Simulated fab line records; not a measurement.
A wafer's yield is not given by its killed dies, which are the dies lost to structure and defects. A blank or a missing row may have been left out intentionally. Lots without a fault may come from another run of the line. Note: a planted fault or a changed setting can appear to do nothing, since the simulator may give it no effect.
Which tool is to blame? | flow n5-finfet | 26 wafers from 9 lots sampled at 8 of the route's 1938 steps

## WHAT THE GAUGES READ, wafer by wafer
N5_PMOS_HMC_CHANNEL_EPI_INSPECT_30: inspects for defects (darkfield). Usual: raw-defect-count at 18, with a standard deviation of 6.3.
lot  | measured    | on                | raw-defect-count | flag
L546 | day 2 02:08 | defect-inspect-01 | 24 19 18         |
L547 | day 2 08:19 | defect-inspect-02 | 19 18 11         |
L548 | day 2 14:31 | defect-inspect-02 | 16 16 17         |
L552 | day 3 14:46 | defect-inspect-01 | 37 18 18         |
L557 | day 4 21:44 | defect-inspect-02 | 12 28 19         |
L558 | day 5 02:49 | defect-inspect-01 | 20 19 29         |
L559 | day 5 08:13 | defect-inspect-02 | 13 14            |
L562 | day 6 02:10 | defect-inspect-01 | 1220 23 21       | OFF
L568 | day 7 14:13 | defect-inspect-02 | 17 32 20         |

N5_FIN_SAQP_INSPECT_18: inspects for defects (brightfield). Usual: raw-defect-count at 388, with a standard deviation of 94.
lot  | measured    | on                | raw-defect-count | flag
L546 | day 2 03:32 | defect-inspect-02 | 374 460 409      |
L547 | day 2 10:37 | defect-inspect-01 | 455 277 361      |
L548 | day 2 16:29 | defect-inspect-02 | 401 433 503      |
L552 | day 3 16:20 | defect-inspect-02 | 381 432 435      |
L557 | day 4 23:38 | defect-inspect-02 | 265 329 327      |
L558 | day 5 04:31 | defect-inspect-01 | 416 322 230      |
L559 | day 5 09:36 | defect-inspect-02 | 210 250          |
L562 | day 6 03:48 | defect-inspect-01 | 1561 474 373     | OFF
L568 | day 7 15:36 | defect-inspect-02 | 260 320 255      |

N5_FIN_SAQP_INSPECT_40: inspects for defects (brightfield). Usual: raw-defect-count at 230, with a standard deviation of 65.
lot  | measured    | on                | raw-defect-count | flag
L546 | day 2 08:58 | defect-inspect-01 | 209 268 272      |
L547 | day 2 16:22 | defect-inspect-02 | 190 237 148      |
L548 | day 2 22:02 | defect-inspect-01 | 295 199 319      |
L552 | day 3 20:36 | defect-inspect-01 | 389 345 436      |
L557 | day 5 05:09 | defect-inspect-02 | 103 173 190      |
L558 | day 5 09:00 | defect-inspect-02 | 246 234 152      |
L559 | day 5 14:52 | defect-inspect-01 | 138 143          |
L562 | day 6 08:20 | defect-inspect-02 | 1431 246 227     | OFF
L568 | day 7 20:03 | defect-inspect-02 | 156 229 184      |

N5_BEOL_M4_RC_MEAS_101. Usual: DIBL_N 36.3 mV/V, standard deviation 1.9; DIBL_P 36.6 mV/V, standard deviation 2.4; IOFF_N 0.17 nA/um, standard deviation 0.037; IOFF_P 0.23 nA/um, standard deviation 0.04; ION_N 682 uA/um, standard deviation 14; ION_P 468 uA/um, standard deviation 8.6; SS_N 71.6 mV/dec, standard deviation 0.67; SS_P 73.4 mV/dec, standard deviation 0.71; VT_N 248 mV, standard deviation 3.3; VT_P -248.9 mV, standard deviation 2.9.
lot  | measured     | on        | DIBL_N (mV/V)  | DIBL_P (mV/V)  | IOFF_N (nA/um) | IOFF_P (nA/um) | ION_N (uA/um) | ION_P (uA/um) | SS_N (mV/dec)  | SS_P (mV/dec)  | VT_N (mV)   | VT_P (mV)            | flag
L546 | day 9 21:16  | prober-02 | 36.9 39.7 34.5 | 37.1 39.7 34.6 | 0.17 0.26 0.13 | 0.23 0.29 0.19 | 666 687 652   | 460 468 454   | 72.4 72.9 70.9 | 73.1 74.1 72.6 | 251 242 254 | -250.3 -244.7 -249.8 |
L547 | day 9 01:44  | prober-02 | 38.4 35.0 38.3 | 39.9 36.2 40.1 | 0.23 0.15 0.21 | 0.31 0.23 0.29 | 712 681 688   | 486 475 474   | 71.0 71.3 72.5 | 73.5 73.2 74.1 | 242 248 246 | -240.0 -247.9 -244.0 |
L548 | day 9 07:34  | prober-01 | 32.4 35.1 32.7 | 33.8 37.2 34.3 | 0.14 0.17 0.13 | 0.19 0.22 0.19 | 693 689 660   | 480 469 456   | 70.5 71.8 70.1 | 72.1 73.7 72.4 | 248 249 253 | -247.9 -249.8 -251.4 |
L552 | day 10 16:10 | prober-01 | 36.6 36.2 35.3 | 38.8 39.4 37.3 | 0.17 0.18 0.16 | 0.26 0.27 0.23 | 672 678 668   | 461 467 466   | 72.5 72.5 71.7 | 73.7 74.5 73.5 | 247 245 248 | -247.8 -245.6 -249.6 |
L557 | day 12 13:59 | prober-02 | 37.4 37.4 35.4 | 36.6 37.6 35.2 | 0.16 0.16 0.13 | 0.20 0.21 0.19 | 685 696 676   | 459 471 466   | 71.6 71.8 71.3 | 72.4 73.2 72.6 | 248 249 251 | -250.5 -248.8 -250.7 |
L558 | day 12 22:55 | prober-02 | 33.3 35.7 37.1 | 30.8 33.8 35.7 | 0.14 0.18 0.20 | 0.19 0.24 0.27 | 660 678 709   | 459 474 488   | 71.3 71.8 71.4 | 72.0 73.0 73.6 | 252 246 245 | -249.0 -246.6 -243.7 |
L559 | day 13 06:04 | prober-02 | 36.3 35.1      | 37.2 35.8      | 0.18 0.15      | 0.20 0.18      | 693 676       | 471 455       | 70.9 71.2      | 74.6 73.4      | 245 251     | -252.2 -253.6        |
L562 | day 14 20:04 | prober-02 | 39.5 35.7 39.1 | 40.4 33.7 37.5 | 0.24 0.14 0.22 | 0.28 0.16 0.23 | 717 691 691   | 490 463 465   | 72.4 71.7 72.9 | 74.6 72.8 73.6 | 243 251 243 | -248.3 -255.1 -250.1 |
L568 | day 16 15:31 | prober-02 | 34.3 34.5 34.6 | 33.4 34.6 34.5 | 0.14 0.14 0.14 | 0.17 0.18 0.18 | 669 678 672   | 459 469 456   | 71.1 70.5 71.4 | 72.8 73.0 72.8 | 250 250 250 | -252.5 -248.1 -248.1 |

## WHAT TOOL EACH LOT RAN ON (gives the tool, then ch and the chambers of the sampled wafers, and finally the start)
lot  | N5_PMOS_HMC_CHANNEL_EPI_STRIP_33  | N5_PMOS_HMC_CHANNEL_EPI_PRECLEAN_37 | N5_FIN_SAQP_PECVD_48           | N5_FIN_SAQP_PECVD_06
L546 | rie-diel-06 ch 0,1,3, day 1 23:31 | wet-bench-03 ch 1,4,6, day 2 01:41  | pecvd-02 ch 0,2, day 2 02:50   | pecvd-02 ch 0,2, day 2 02:53
L547 | rie-diel-05 ch 0,2, day 2 05:32   | wet-bench-05 ch 0,3,7, day 2 07:52  | pecvd-04 ch 0, day 2 09:59     | pecvd-04 ch 0, day 2 10:03
L548 | rie-diel-01 ch 0,2, day 2 11:31   | wet-bench-05 ch 3,5,6, day 2 14:05  | pecvd-04 ch 0,1, day 2 15:55   | pecvd-04 ch 0,1, day 2 15:59
L552 | rie-diel-06 ch 0,3, day 3 12:04   | wet-bench-02 ch 0,2,5, day 3 14:19  | pecvd-02 ch 0,1,2, day 3 15:39 | pecvd-02 ch 0,1,2, day 3 15:41
L557 | rie-diel-01 ch 0,2,3, day 4 18:30 | wet-bench-02 ch 3,5,6, day 4 21:09  | pecvd-03 ch 0,1, day 4 22:53   | pecvd-03 ch 0,1, day 4 22:56
L558 | rie-diel-06 ch 1,2,3, day 5 00:10 | wet-bench-03 ch 4,6,7, day 5 02:23  | pecvd-02 ch 0,2, day 5 03:50   | pecvd-02 ch 0,2, day 5 03:52
L559 | rie-diel-01 ch 0,1, day 5 05:28   | wet-bench-03 ch 1,2, day 5 07:46    | pecvd-04 ch 1,2, day 5 08:55   | pecvd-04 ch 1,2, day 5 08:58
L562 | rie-diel-06 ch 0,1,2, day 5 23:26 | wet-bench-02 ch 0,1,5, day 6 01:38  | pecvd-04 ch 0,1, day 6 03:08   | pecvd-04 ch 0,1, day 6 03:10
L568 | rie-diel-05 ch 1,3, day 7 11:37   | wet-bench-03 ch 3,5,6, day 7 13:47  | pecvd-03 ch 1,2, day 7 15:03   | pecvd-03 ch 1,2, day 7 15:05
- N5_PMOS_HMC_CHANNEL_EPI_STRIP_33: strips in N2/H2.
- N5_PMOS_HMC_CHANNEL_EPI_PRECLEAN_37: cleans in O3/DIW, time 45 s.
- N5_FIN_SAQP_PECVD_48: deposits SiNx from SiH4/NH3/N2, target thk 25 nm, time 22.1 s.
- N5_FIN_SAQP_PECVD_06: deposits a-Si from SiH4/He, target thk 60 nm, time 48.1 s.

## AS READ BY THE TOOLS THEMSELVES (means over the sampled wafers that have a number; for cases with no such wafer, the mark the record gives instead)
N5_PMOS_HMC_CHANNEL_EPI_STRIP_33. Usual: drypump-motor-current-A 5.6 A, standard deviation 0.35; oes-product-au 0.78 a.u., standard deviation 0.094; rf-vpp-V 53.9 V, standard deviation 1.7; showerhead-plenum-p-Torr 3.34 Torr, standard deviation 0.11; throttle-valve-pct 19.0 %, standard deviation 0.54.
lot  | tool        | drypump-motor-current-A (A) | oes-product-au (a.u.) | rf-vpp-V (V) | showerhead-plenum-p-Torr (Torr) | throttle-valve-pct (%) | flag
L546 | rie-diel-06 | 5.8                         | 0.74                  | 55.0         | 3.30                            | 18.8                   |
L547 | rie-diel-05 | 5.4                         | 0.71                  | 53.8         | 3.23                            | 18.9                   |
L548 | rie-diel-01 | 5.5                         | 0.77                  | 55.6         | 3.42                            | 18.6                   |
L552 | rie-diel-06 | 5.6                         | 0.79                  | 53.7         | 3.32                            | 18.7                   |
L557 | rie-diel-01 | 5.5                         | 0.81                  | 52.5         | 3.48                            | 19.0                   |
L558 | rie-diel-06 | 6.0                         | 0.82                  | 53.9         | 3.24                            | 18.9                   |
L559 | rie-diel-01 | 5.4                         | 0.71                  | 52.9         | 3.42                            | 18.6                   |
L562 | rie-diel-06 | 5.6                         | 0.83                  | 53.2         | 3.29                            | 19.2                   |
L568 | rie-diel-05 | 5.2                         | 0.74                  | 55.5         | 3.26                            | 19.6                   |

N5_FIN_SAQP_PECVD_48. Usual: heater-power-w 748 W, standard deviation 120; showerhead-plenum-p-Torr 5.14 Torr, standard deviation 0.037; throttle-valve-pct 39.1 %, standard deviation 1.8.
lot  | tool     | heater-power-w (W) | showerhead-plenum-p-Torr (Torr) | throttle-valve-pct (%) | flag
L546 | pecvd-02 | 721                | 5.15                            | 39.0                   |
L547 | pecvd-04 | 918                | 5.07                            | 39.7                   |
L548 | pecvd-04 | 727                | 5.11                            | 39.0                   |
L552 | pecvd-02 | 709                | 5.15                            | 39.4                   |
L557 | pecvd-03 | 663                | 5.12                            | 40.3                   |
L558 | pecvd-02 | 694                | 5.15                            | 40.5                   |
L559 | pecvd-04 | 706                | 5.17                            | 38.5                   |
L562 | pecvd-04 | 828                | 5.09                            | 39.7                   |
L568 | pecvd-03 | 673                | 5.14                            | 39.9                   |

N5_FIN_SAQP_PECVD_06. Usual: heater-power-w 825 W, standard deviation 120; showerhead-plenum-p-Torr 5.665 Torr, standard deviation 0.028; throttle-valve-pct 17.8 %, standard deviation 0.8.
lot  | tool     | heater-power-w (W) | showerhead-plenum-p-Torr (Torr) | throttle-valve-pct (%) | flag
L546 | pecvd-02 | 776                | 5.680                           | 17.8                   |
L547 | pecvd-04 | 1058               | 5.619                           | 18.1                   |
L548 | pecvd-04 | 741                | 5.646                           | 17.8                   |
L552 | pecvd-02 | 849                | 5.678                           | 17.9                   |
L557 | pecvd-03 | 734                | 5.661                           | 18.3                   |
L558 | pecvd-02 | 821                | 5.679                           | 18.5                   |
L559 | pecvd-04 | 826                | 5.685                           | 17.6                   |
L562 | pecvd-04 | 883                | 5.632                           | 18.0                   |
L568 | pecvd-03 | 771                | 5.655                           | 18.3                   |

## THE ANSWER, worked out from the rows above alone
Rule: take the mean of a lot's wafers that have a number; if it is more than 3 standard deviations from the usual mean, the lot is off. A lot without any number at a reading at which 4 lots or more have one is off too. The other lots that the step has rows for count as sound. After the gauges, taken in route order, come the tools' own readings; for these a lot's mean is taken, as printed above. The first step at which some lot is off is used, and at that step the reading that is off furthest; a lot without a number counts as furthest.
Off, at N5_PMOS_HMC_CHANNEL_EPI_INSPECT_30 on raw-defect-count: L562.
If a tool, at a process step before that reading, ran all the lots that are off and no sound lot after the first of them, it fits. The gauges at N5_PMOS_HMC_CHANNEL_EPI_INSPECT_30 aren't tried: what is off there is off at N5_FIN_SAQP_INSPECT_40 too, on other tools, and a gauge's error can't cause that. 2 tools fit, rie-diel-06 at N5_PMOS_HMC_CHANNEL_EPI_STRIP_33 and wet-bench-02 at N5_PMOS_HMC_CHANNEL_EPI_PRECLEAN_37, so this cannot tell which one it is.

## WHAT HAD BEEN PUT IN BY THE SIMULATOR
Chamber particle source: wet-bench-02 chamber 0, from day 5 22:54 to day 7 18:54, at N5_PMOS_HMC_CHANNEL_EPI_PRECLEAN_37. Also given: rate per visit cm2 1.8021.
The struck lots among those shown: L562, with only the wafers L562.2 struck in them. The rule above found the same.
